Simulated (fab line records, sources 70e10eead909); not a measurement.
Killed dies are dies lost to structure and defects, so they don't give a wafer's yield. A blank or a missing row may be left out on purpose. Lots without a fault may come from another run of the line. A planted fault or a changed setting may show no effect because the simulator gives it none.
Which tool did it? | flow nand_harc | 14 lots, 42 wafers sampled, at 6 steps of a route of 1159

WHAT THE GAUGES READ, wafer by wafer
NHARC_P_BONDPAD_THK_MEAS_20: measures by xrf.
lot  | measured     | on            | thk_nm (nm)
L208 | day 6 11:49  | film_metro-02 | 162.8 161.0 160.6
L209 | day 7 03:40  | film_metro-01 | 161.0 160.7 164.0
L211 | day 7 06:31  | film_metro-01 | 161.8 161.9 161.2
L210 | day 7 06:49  | film_metro-02 | 161.1 160.2 159.2
L212 | day 7 12:23  | film_metro-02 | 160.3 162.4 162.7
L213 | day 7 13:23  | film_metro-01 | 160.8 162.5 162.3
L219 | day 8 22:50  | film_metro-02 | 164.5 161.9 161.6
L220 | day 10 07:58 | film_metro-02 | 162.9 161.6 161.1
L222 | day 10 13:30 | film_metro-01 | 162.2 159.4 160.7
L223 | day 10 14:34 | film_metro-01 | 160.6 162.5 162.7
L225 | day 10 21:52 | film_metro-02 | 158.8 163.6 161.5
L226 | day 10 22:29 | film_metro-01 | 161.8 159.3 160.9
L230 | day 11 20:54 | film_metro-01 | 160.7 160.4 165.2
L231 | day 12 00:44 | film_metro-02 | 159.2 163.1 158.9

NHARC_A_ZERO_WELL_INSPECT_17.
lot  | measured     | on                | raw_defect_count
L208 | day 6 14:58  | defect_inspect-02 | 10 4 3
L209 | day 7 06:40  | defect_inspect-01 | 5 18 10
L211 | day 7 09:33  | defect_inspect-01 | 8 15 9
L210 | day 7 09:51  | defect_inspect-01 | 9 9 3
L212 | day 7 15:25  | defect_inspect-01 | 15 7 6
L213 | day 7 16:22  | defect_inspect-02 | 5 7 10
L219 | day 9 01:52  | defect_inspect-02 | 7 17 9
L220 | day 10 11:03 | defect_inspect-02 | 22 20 22
L222 | day 10 16:50 | defect_inspect-01 | 9 2 2
L223 | day 10 17:31 | defect_inspect-01 | 17 12 15
L225 | day 11 00:52 | defect_inspect-02 | 21 16 13
L226 | day 11 01:31 | defect_inspect-02 | 18 12 8
L230 | day 12 00:05 | defect_inspect-02 | 17 9 19
L231 | day 12 04:00 | defect_inspect-02 | 8 7 2

NHARC_A_SOURCE_PLATE_INSPECT_08.
lot  | measured     | on                | raw_defect_count
L208 | day 7 12:41  | defect_inspect-02 | 58 67 53
L209 | day 8 03:12  | defect_inspect-01 | 26 28 34
L211 | day 8 03:12  | defect_inspect-02 | 40 41 40
L210 | day 8 07:06  | defect_inspect-01 | 34 55 33
L212 | day 8 12:38  | defect_inspect-01 | 73 173 85
L213 | day 8 12:35  | defect_inspect-01 | 46 58 99
L219 | day 10 04:48 | defect_inspect-01 | 57 40 77
L220 | day 11 09:13 | defect_inspect-01 | 86 127 118
L222 | day 11 14:29 | defect_inspect-01 | 30 30 55
L223 | day 11 14:29 | defect_inspect-02 | 40 68 82
L225 | day 11 21:06 | defect_inspect-02 | 70 57 54
L226 | day 11 21:07 | defect_inspect-01 | 56 46 41
L230 | day 12 20:38 | defect_inspect-02 | 49 37 90
L231 | day 13 00:44 | defect_inspect-02 | 89 57 101

NHARC_A_ONON_D1_THK_MEAS_18: measures by ellipsometry.
lot  | measured     | on            | thk_nm (nm)
L208 | day 8 01:01  | film_metro-01 | 988 987 985
L209 | day 8 13:14  | film_metro-02 | 1009 1010 1010
L211 | day 8 13:32  | film_metro-01 | 1012 1013 1013
L210 | day 8 16:59  | film_metro-01 | 1002 1001 1002
L212 | day 9 00:41  | film_metro-01 | 982 981 982
L213 | day 9 00:38  | film_metro-01 | 987 987 986
L219 | day 10 15:50 | film_metro-01 | 1687 1005 1004
L220 | day 11 19:09 | film_metro-01 | 989 989 1671
L222 | day 12 00:25 | film_metro-01 | 998 999 997
L223 | day 12 00:26 | film_metro-02 | 993 993 993
L225 | day 12 09:50 | film_metro-02 | 1012 1011 1013
L226 | day 12 09:50 | film_metro-01 | 985 985 983
L230 | day 13 06:37 | film_metro-01 | 1012 1012 1013
L231 | day 13 10:38 | film_metro-01 | 998 1000 998

NHARC_END_SORT_01.
lot  | measured     | on        | killed_at_array | killed_at_other | killed_at_periphery | killed_dies | killed_open | killed_short
L219 | day 21 22:43 | prober-01 | 674 25 23       | 0 1 1           | 3 4 4               | 677 30 28   | 3 1 5       | 3 2 3
L220 | day 22 22:05 | prober-02 | 33 37 674       | 1 0 0           | 5 1 3               | 39 38 677   | 1 4 6       | 6 0 4
L223 | day 23 19:16 | prober-02 | 11              | 0               | 3                   | 14          | 1           | 1

WHICH TOOL RAN EACH LOT (tool, then ch and the chambers of the sampled wafers, then the start)
lot  | NHARC_A_ONON_D1_DEP_16
L208 | pecvd_onon-03 ch 0, day 8 00:34
L209 | pecvd_onon-02 ch 0, day 8 12:42
L211 | pecvd_onon-04 ch 0, day 8 13:01
L210 | pecvd_onon-04 ch 0, day 8 16:29
L212 | pecvd_onon-02 ch 0, day 9 00:13
L213 | pecvd_onon-03 ch 0, day 9 00:08
L219 | pecvd_onon-04 ch 0, day 10 15:21
L220 | pecvd_onon-04 ch 0, day 11 18:44
L222 | pecvd_onon-02 ch 0, day 11 23:58
L223 | pecvd_onon-03 ch 0, day 12 00:02
L225 | pecvd_onon-02 ch 0, day 12 09:23
L226 | pecvd_onon-03 ch 0, day 12 09:19
L230 | pecvd_onon-03 ch 0, day 13 06:07
L231 | pecvd_onon-03 ch 0, day 13 10:11
- NHARC_A_ONON_D1_DEP_16: target thk 1000 nm.

WHAT THE TOOLS THEMSELVES READ (means of the sampled wafers that have a number; where no wafer has one, the mark that the record gives instead)
The record holds no such reading with a usual standard deviation.

THE ANSWER, worked out from the rows above alone
Rule: what is usual is taken from the lots themselves. Put in order of their means at a reading, lots are off if they are a third of the lots or fewer, leave a main group of 4 or more, and stand apart from it by a gap of 3 or more times the standard deviation of the main group's means; of several such gaps the widest counts. A main group whose means are all the same, to the digits that the tables above print for the reading, isn't used. A lot without any number at a reading at which 4 lots or more have one is off too. The other lots that the step has rows for count as sound. The gauges are gone through in route order, then the tools' own readings, and for those a lot's mean is taken as printed above. The first step at which some lot is off is used, and at that step the reading that is off furthest; a lot without a number counts as furthest.
Off: L219, L220, at NHARC_A_ONON_D1_THK_MEAS_18 (thk_nm). The main group: mean 998 nm, standard deviation 11.
A tool fits if, at a process step before that reading, it ran every lot that is off, and no sound lot after the first of them. The gauges at NHARC_A_ONON_D1_THK_MEAS_18 are tried like those tools. One fits: pecvd_onon-04 at NHARC_A_ONON_D1_DEP_16. Its last sound lot is L210 (day 8 16:29), its first lot that is off L219 (day 10 15:21): a fault that began between those two fits.

WHAT THE SIMULATOR HAD PUT IN
Process parameter drift: pecvd_onon-04, from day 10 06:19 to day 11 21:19, at NHARC_A_ONON_D1_DEP_16. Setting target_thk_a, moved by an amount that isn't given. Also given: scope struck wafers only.
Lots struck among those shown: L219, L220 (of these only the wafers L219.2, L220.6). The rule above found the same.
